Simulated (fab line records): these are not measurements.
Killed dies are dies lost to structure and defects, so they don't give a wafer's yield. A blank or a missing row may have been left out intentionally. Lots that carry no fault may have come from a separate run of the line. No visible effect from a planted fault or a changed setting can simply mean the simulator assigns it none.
Chamber matching || flow n5-finfet || N5_BEOL_M0_CO_CAP_123 on cvd-co-01: 3 sister chambers
The step material Co, precursor CCTBA/H2, target thk 2 nm, time 102.1 s. 27 wafers are shown with their chamber, then 12 later ones without.

WAFERS PAIRED WITH THEIR CHAMBERS
{"wafer": "L074.2", "chamber": 2, "heater-power-w (W)": 239}
{"wafer": "L074.3", "chamber": 2, "heater-power-w (W)": 235}
{"wafer": "L074.6", "chamber": 2, "heater-power-w (W)": 238}
{"wafer": "L075.1", "chamber": 0, "heater-power-w (W)": 239}
{"wafer": "L075.3", "chamber": 2, "heater-power-w (W)": 245}
{"wafer": "L075.5", "chamber": 2, "heater-power-w (W)": 234}
{"wafer": "L078.2", "chamber": 2, "heater-power-w (W)": 242}
{"wafer": "L078.3", "chamber": 1, "heater-power-w (W)": 238}
{"wafer": "L078.6", "chamber": 2, "heater-power-w (W)": 237}
{"wafer": "L082.1", "chamber": 1, "heater-power-w (W)": 235}
{"wafer": "L082.2", "chamber": 2, "heater-power-w (W)": 236}
{"wafer": "L082.4", "chamber": 2, "heater-power-w (W)": 245}
{"wafer": "L083.1", "chamber": 1, "heater-power-w (W)": 230}
{"wafer": "L083.3", "chamber": 0, "heater-power-w (W)": 241}
{"wafer": "L083.5", "chamber": 2, "heater-power-w (W)": 243}
{"wafer": "L084.3", "chamber": 0, "heater-power-w (W)": 240}
{"wafer": "L084.4", "chamber": 0, "heater-power-w (W)": 237}
{"wafer": "L084.6", "chamber": 1, "heater-power-w (W)": 233}
{"wafer": "L085.3", "chamber": 0, "heater-power-w (W)": 239}
{"wafer": "L085.5", "chamber": 2, "heater-power-w (W)": 243}
{"wafer": "L085.6", "chamber": 1, "heater-power-w (W)": 230}
{"wafer": "L086.1", "chamber": 2, "heater-power-w (W)": 243}
{"wafer": "L086.3", "chamber": 0, "heater-power-w (W)": 244}
{"wafer": "L086.4", "chamber": 1, "heater-power-w (W)": 229}
{"wafer": "L087.3", "chamber": 0, "heater-power-w (W)": 236}
{"wafer": "L087.4", "chamber": 2, "heater-power-w (W)": 240}
{"wafer": "L087.5", "chamber": 1, "heater-power-w (W)": 237}

SIGNATURES (means of the wafers above)
{"reading": "heater-power-w", "chamber 0": 239.43, "chamber 1": 233.14, "chamber 2": 240.00, "scatter within a chamber": 3.49}
Rule: a wafer's distance from a chamber is the root of the sum, over the readings, of the square of ((its reading less the chamber's mean) divided by the reading's scatter). The wafer belongs to the nearest chamber; if the next one is less than 2 further off, it can't be placed. The scatter: the root of (the sum of the squares of (reading less its chamber's mean) over the shown wafers, divided by (wafers less chambers)).

WAFERS MISSING THEIR CHAMBER
{"wafer": "L088.1", "heater-power-w (W)": 240}
{"wafer": "L088.3", "heater-power-w (W)": 234}
{"wafer": "L088.4", "heater-power-w (W)": 241}
{"wafer": "L091.3", "heater-power-w (W)": 245}
{"wafer": "L091.5", "heater-power-w (W)": 242}
{"wafer": "L091.6", "heater-power-w (W)": 243}
{"wafer": "L093.2", "heater-power-w (W)": 241}
{"wafer": "L093.4", "heater-power-w (W)": 248}
{"wafer": "L093.6", "heater-power-w (W)": 237}
{"wafer": "L092.1", "heater-power-w (W)": 229}
{"wafer": "L092.2", "heater-power-w (W)": 247}
{"wafer": "L092.3", "heater-power-w (W)": 238}

EACH ONE'S CHAMBER
{"wafer": "L088.1", "from the rows above": "can't be placed: 2 or 0 or 1", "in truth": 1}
{"wafer": "L088.3", "from the rows above": "can't be placed: 1 or 0 or 2", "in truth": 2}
{"wafer": "L088.4", "from the rows above": "can't be placed: 2 or 0 or 1", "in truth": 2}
{"wafer": "L091.3", "from the rows above": "can't be placed: 2 or 0 or 1", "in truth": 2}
{"wafer": "L091.5", "from the rows above": "can't be placed: 2 or 0 or 1", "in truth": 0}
{"wafer": "L091.6", "from the rows above": "can't be placed: 2 or 0 or 1", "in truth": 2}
{"wafer": "L093.2", "from the rows above": "can't be placed: 2 or 0 or 1", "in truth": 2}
{"wafer": "L093.4", "from the rows above": "can't be placed: 2 or 0 or 1", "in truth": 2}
{"wafer": "L093.6", "from the rows above": "can't be placed: 0 or 2 or 1", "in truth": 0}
{"wafer": "L092.1", "from the rows above": "can't be placed: 1 or 0 or 2", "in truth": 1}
{"wafer": "L092.2", "from the rows above": "can't be placed: 2 or 0 or 1", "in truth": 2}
{"wafer": "L092.3", "from the rows above": "can't be placed: 0 or 2 or 1", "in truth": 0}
Correct placement for 0 of the 12. Cannot be placed on the basis of these rows: 12; the candidates contain the true chamber in 12. 0 placed wrongly.
